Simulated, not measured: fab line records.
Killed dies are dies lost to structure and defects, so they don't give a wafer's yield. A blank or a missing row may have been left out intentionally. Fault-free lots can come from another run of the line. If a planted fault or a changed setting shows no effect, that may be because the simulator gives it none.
fab line records ; flow nandHarc
record lots=5; wafers=15; lastDay=33
route steps=1302 shown A_SGD_CUT@893
lots that met no fault: taken from a fault-free run of the same line
startH: hours from the record's first day to the start of the lot's first wafer shown ; waitH: hours since the lot's step before ; " same as the row above ; L1.1+2: a row that stands for several wafers ; - no value, or no start was given ; * or withheld: withheld ; < > ~ a bound
route shown NAME@n: a module of which the file shows steps, and the number in the route of the first ; usual: the fault-free wafers' mean and standard deviation ; same: alike in all rows ; chamber/n: place in a boat ; sites: the reading at each site ; _std_site: standard deviation of those values ; _edge_site: mean of outer sites minus mean of inner sites ; radiusMm: how far each site lies from the wafer's centre ; mask NAME#n: copy n ; behind: the most recent tool/chamber to have shaped the wafer ; hold: what put the lot on hold/how long, in hours/how the hold closed ; device: the n, p or np transistor that did not switch ; end of line: the tests these same wafers got at the end of their route ; a step without rows: its recipe alone ; killed: the dies lost at the first sort to structure and to defects; this is not the yield of the wafer ; map: a wafer's dies, x killed, . not, _ none there
set.NAME: setting as actually run; set.NAME@STEP: the setting as run at that earlier step ; model.NAME: the simulator's own value behind a step, which no gauge read
certain route steps with their lots: each step a table, each wafer a row
services: a tool's chamber out of use, with start hour (startH, from the record's first day; less than 0 if before it), hours out, and reason
## steps
# step NHARC_A_SGD_CUT_COAT_56
# recipe tempC=260; timeS=75
# step NHARC_A_SGD_CUT_COAT_57
# recipe tempC=225; timeS=65
# step NHARC_A_SGD_CUT_COAT_03
# recipe spinRpm=1500; resistThkNm=90
# step NHARC_A_SGD_CUT_SOFTBAKE_04
# recipe tempC=105; timeS=55
# step NHARC_A_SGD_CUT_EBR_05
# step NHARC_A_SGD_CUT_EXPOSE_06
# recipe na=1.35; doseMj=85.59; maskId=SGD
# step NHARC_A_SGD_CUT_PEB_07
# recipe pebTempC=100; pebTimeS=65
# step NHARC_A_SGD_CUT_DEVELOP_08
# recipe developTimeS=35; devTempC=23
# step NHARC_A_SGD_CUT_CD_MEAS_09
# recipe targetCdNm=100; landingEnergyEv=500
# usual cdNm=100.0/0.5
lot.wafer;tool;chamber;startH;waitH;cdNm
L236.1;cdSem-03;0;455.87;-;99.8
L236.3;cdSem-03;0;455.87;-;99.5
L236.6;cdSem-03;0;455.87;-;100.4
L237.2;cdSem-01;0;474.90;-;99.7
L237.3;cdSem-01;0;474.90;-;100.2
L237.6;cdSem-01;0;474.90;-;99.2
L250.3;cdSem-03;0;607.96;-;100.2
L250.4;cdSem-03;0;607.96;-;99.6
L250.5;cdSem-03;0;607.96;-;100.5
L248.1;cdSem-03;0;608.11;-;100.1
L248.3;cdSem-03;0;608.11;-;100.2
L248.5;cdSem-03;0;608.11;-;99.9
L256.1;cdSem-03;0;671.49;-;100.2
L256.2;cdSem-03;0;671.49;-;100.0
L256.5;cdSem-03;0;671.49;-;100.0
# step NHARC_A_SGD_CUT_OVL_MEAS_10
# usual overlayXNm=0.2/0.95; overlayYNm=0.1/0.95
lot.wafer;tool;chamber;startH;waitH;overlayXNm;overlayYNm
L236.1;overlay-02;-;455.96;-;0.9;-0.2
L236.3;overlay-02;-;455.96;-;1.6;0.1
L236.6;overlay-02;-;455.96;-;1.2;-0.2
L237.2;overlay-01;-;474.98;-;-1.0;0.0
L237.3;overlay-01;-;474.98;-;-1.2;0.1
L237.6;overlay-01;-;474.98;-;-1.5;-0.1
L250.3;overlay-01;-;608.04;-;-0.3;0.2
L250.4;overlay-01;-;608.04;-;-0.5;0.4
L250.5;overlay-01;-;608.04;-;-0.3;0.5
L248.1;overlay-02;-;608.19;-;0.4;-0.2
L248.3;overlay-02;-;608.19;-;0.9;0.5
L248.5;overlay-02;-;608.19;-;0.8;-0.5
L256.1;overlay-02;-;671.57;-;-1.5;-1.0
L256.2;overlay-02;-;671.57;-;-1.6;-1.5
L256.5;overlay-02;-;671.57;-;-1.2;-1.3
# step NHARC_A_SGD_CUT_INSPECT_11
# usual rawDefectCount=51/25
lot.wafer;tool;chamber;startH;waitH;rawDefectCount
L236.1;defectInspect-02;-;456.00;0.0;23
L236.3;defectInspect-02;-;456.00;0.0;17
L236.6;defectInspect-02;-;456.00;0.0;21
L237.2;defectInspect-02;-;475.02;0.0;109
L237.3;defectInspect-02;-;475.02;0.0;117
L237.6;defectInspect-02;-;475.02;0.0;104
L250.3;defectInspect-01;-;608.08;0.0;55
L250.4;defectInspect-01;-;608.08;0.0;65
L250.5;defectInspect-01;-;608.08;0.0;49
L248.1;defectInspect-02;-;608.23;0.0;21
L248.3;defectInspect-02;-;608.23;0.0;19
L248.5;defectInspect-02;-;608.23;0.0;16
L256.1;defectInspect-02;-;671.61;0.0;43
L256.2;defectInspect-02;-;671.61;0.0;59
L256.5;defectInspect-02;-;671.61;0.0;38
# step NHARC_A_SGD_CUT_DESCUM_14
# recipe timeS=3; o2FlowSccm=200; arFlowSccm=0; biasPowerW=0; chemistry=O2
# usual drypumpMotorCurrentA=5.9/0.45; oesProductAu=1.001/0.0082; rfVppV=57.9/0.89; showerheadPlenumPTorr=1.93/0.072; throttleValvePct=11.311/0.0085
lot.wafer;tool;chamber;startH;waitH;drypumpMotorCurrentA;oesProductAu;rfHoursCounterH;rfVppV;showerheadPlenumPTorr;throttleValvePct
L236.3;rieDiel-12;2;456.06;0.1;6.3;1.005;0;60.4;2.04;11.313
L236.1;rieDiel-12;0;456.06;0.1;6.1;1.004;0;58.7;1.96;11.318
L236.6;rieDiel-12;3;456.06;0.1;4.6;0.992;-;58.8;2.06;11.311
L237.3;rieDiel-01;1;475.08;0.1;5.7;0.996;10;57.4;1.87;11.311
L237.2;rieDiel-01;0;475.08;0.1;6.3;1.003;10;57.0;1.89;11.308
L237.6;rieDiel-01;2;475.08;0.1;6.2;0.991;-;58.2;1.97;11.324
L250.4;rieDiel-12;2;608.14;0.1;6.4;1.007;9;59.0;2.04;11.300
L250.3;rieDiel-12;0;608.14;0.1;6.1;1.011;10;59.0;1.95;11.310
L250.5;rieDiel-12;1;608.14;0.1;6.0;0.996;-;56.9;1.81;11.321
L248.1;rieDiel-01;2;608.29;0.1;6.3;1.002;4;57.5;1.96;11.306
L248.3;rieDiel-01;1;608.29;0.1;5.7;0.994;4;57.3;1.87;11.305
L248.5;rieDiel-01;2;608.29;0.1;6.2;1.001;-;56.3;1.96;11.316
L256.2;rieDiel-12;2;671.67;0.1;6.4;1.003;2;59.0;2.04;11.309
L256.1;rieDiel-12;0;671.67;0.1;6.0;1.005;2;58.3;1.95;11.312
L256.5;rieDiel-12;3;671.67;0.1;4.6;1.013;-;57.4;2.05;11.314
# step NHARC_A_SGD_CUT_ETCH_58
# recipe targetDepthA=390; overEtchFrac=0.3; timeS=65; ionEnergyEv=80; cf4FlowSccm=150; arFlowSccm=0; rfW=300; biasW=100; chemistry=CF4
# usual drypumpMotorCurrentA=5.9/0.44; oesProductAu=1.001/0.008; rfVppV=151.3/1.2; runLengthS=86.0/0.46; showerheadPlenumPTorr=1.78/0.061; throttleValvePct=13.285/0.0091
lot.wafer;tool;chamber;startH;waitH;drypumpMotorCurrentA;oesProductAu;rfHoursCounterH;rfVppV;runLengthS;showerheadPlenumPTorr;throttleValvePct
L236.3;rieDiel-12;2;456.14;0.1;6.4;1.004;0;152.3;85.9;1.88;13.280
L236.1;rieDiel-12;1;456.14;0.1;6.0;0.989;0;150.1;85.5;1.69;13.287
L236.6;rieDiel-12;2;456.14;0.1;6.4;1.001;-;150.8;86.1;1.88;13.276
L237.3;rieDiel-01;1;475.17;0.1;5.6;1.014;10;150.1;85.6;1.74;13.280
L237.2;rieDiel-01;3;475.17;0.1;5.8;1.004;9;152.0;86.3;1.72;13.281
L237.6;rieDiel-01;0;475.17;0.1;6.3;1.004;-;151.2;85.3;1.75;13.272
L250.4;rieDiel-12;1;608.22;0.1;6.0;0.990;11;149.5;85.6;1.68;13.292
L250.3;rieDiel-12;2;608.22;0.1;6.4;1.002;9;152.4;86.0;1.88;13.284
L250.5;rieDiel-12;1;608.22;0.1;6.0;0.998;-;151.4;85.8;1.68;13.290
L248.1;rieDiel-01;0;608.39;0.1;6.3;0.999;3;150.3;69.4;1.75;13.283
L248.3;rieDiel-01;1;608.39;0.1;5.6;0.994;4;150.6;85.4;1.73;13.279
L248.5;rieDiel-01;3;608.39;0.1;5.8;1.001;-;150.3;86.3;1.72;13.273
L256.2;rieDiel-12;1;671.76;0.1;6.0;0.998;2;150.3;85.4;1.68;13.280
L256.1;rieDiel-12;3;671.76;0.1;4.6;1.014;2;153.4;86.7;1.89;13.279
L256.5;rieDiel-12;0;671.76;0.1;6.1;1.015;-;151.9;86.5;1.80;13.293
# step NHARC_A_SGD_CUT_ETCH_59
# recipe targetDepthA=2600; overEtchFrac=0.25; timeS=406.25; ionEnergyEv=200; n2FlowSccm=150; h2FlowSccm=150; arFlowSccm=0; rfW=400; biasW=150; chemistry=N2/H2
# usual drypumpMotorCurrentA=5.9/0.42; oesProductAu=1.000/0.0086; rfVppV=430.9/2.3; runLengthS=427.3/0.48; showerheadPlenumPTorr=2.06/0.079; throttleValvePct=14.171/0.0086
lot.wafer;tool;chamber;startH;waitH;drypumpMotorCurrentA;oesProductAu;rfHoursCounterH;rfVppV;runLengthS;showerheadPlenumPTorr;throttleValvePct
L236.3;rieDiel-12;2;-;-;6.4;0.988;0;435.7;427.3;2.18;14.164
L236.1;rieDiel-12;3;-;-;4.6;0.986;0;435.7;427.7;2.20;14.169
L236.6;rieDiel-12;0;-;-;6.1;1.000;-;434.0;428.0;2.09;14.174
L237.2;rieDiel-01;3;-;-;5.8;0.997;9;429.6;427.9;1.98;14.172
L237.3;rieDiel-01;1;-;-;5.7;1.010;10;429.7;427.0;2.00;14.167
L237.6;rieDiel-01;0;-;-;6.3;1.004;-;430.5;427.0;2.02;14.184
L250.3;rieDiel-12;3;-;-;4.6;0.982;10;435.9;428.1;2.19;14.168
L250.4;rieDiel-12;0;-;-;6.1;0.993;10;432.7;427.7;2.08;14.167
L250.5;rieDiel-12;2;-;-;6.3;1.008;-;434.3;427.3;2.18;14.187
L248.1;rieDiel-01;3;-;-;5.8;1.003;3;428.4;427.8;1.98;14.156
L248.3;rieDiel-01;2;-;-;6.3;0.999;4;431.1;427.2;2.09;14.167
L248.5;rieDiel-01;3;-;-;5.8;1.004;-;428.9;427.9;1.98;14.172
L256.1;rieDiel-12;1;-;-;6.0;0.984;2;427.5;427.3;1.93;14.168
L256.2;rieDiel-12;0;-;-;6.1;1.009;2;431.1;427.9;2.08;14.160
L256.5;rieDiel-12;2;-;-;6.4;1.000;-;434.5;427.3;2.18;14.184
## services
tool;chamber;startH;hours;kind
rieDiel-12;-;445.40;9.0;pm
rieDiel-12;0;445.40;9.0;ventCycle
rieDiel-12;1;445.40;9.0;ventCycle
rieDiel-12;2;445.40;9.0;ventCycle
rieDiel-12;3;445.40;9.0;ventCycle
rieDiel-01;3;446.88;4.2;repair
rieDiel-12;0;454.40;-;clean
rieDiel-12;1;454.40;-;clean
rieDiel-12;2;454.40;-;clean
rieDiel-12;3;454.40;-;clean
rieDiel-12;2;477.55;4.0;repair
rieDiel-12;0;478.90;-;clean
rieDiel-12;1;478.90;-;clean
rieDiel-12;3;478.90;-;clean
rieDiel-01;0;480.27;5.5;repair
rieDiel-12;0;503.40;-;clean
rieDiel-12;1;503.40;-;clean
rieDiel-12;2;503.40;-;clean
rieDiel-12;0;530.21;16.7;repair
rieDiel-01;1;536.56;4.7;repair
rieDiel-01;-;557.80;9.0;pm
rieDiel-12;-;622.40;9.0;pm
rieDiel-01;-;623.71;4.8;repair
rieDiel-01;0;650.16;5.0;repair
## key
firstSign step=NHARC_A_SGD_CUT_ETCH_58; reading=runLengthS; direction=down; sigmas=36; usual=*; struck=*
effect none on later readings
metAt NHARC_A_SGD_CUT_ETCH_58
struckWafers L248.1
sortLeftOut L248.1
testerLeftOut L248
onsetBetween 475.17 608.39
fault kind=processParameterDrift; tool=rieDiel-01; chamber=0; onsetH=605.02; steps=NHARC_A_SGD_CUT_ETCH_58; channel=timeS; offset=*; shape=step; endH=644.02; actsIn=*; stated=*
# testerLeftOut: of these lots the tester's yield and bins aren't shown, on N5 and GAA mostly nor the transistor test; their killed dies are dies lost to structure and defects alone, not to doping, threshold or leakage, so they don't give the yield
# sortLeftOut: the simulated sort isn't trusted on such a fault, so these wafers' sort isn't shown, and their yield isn't known
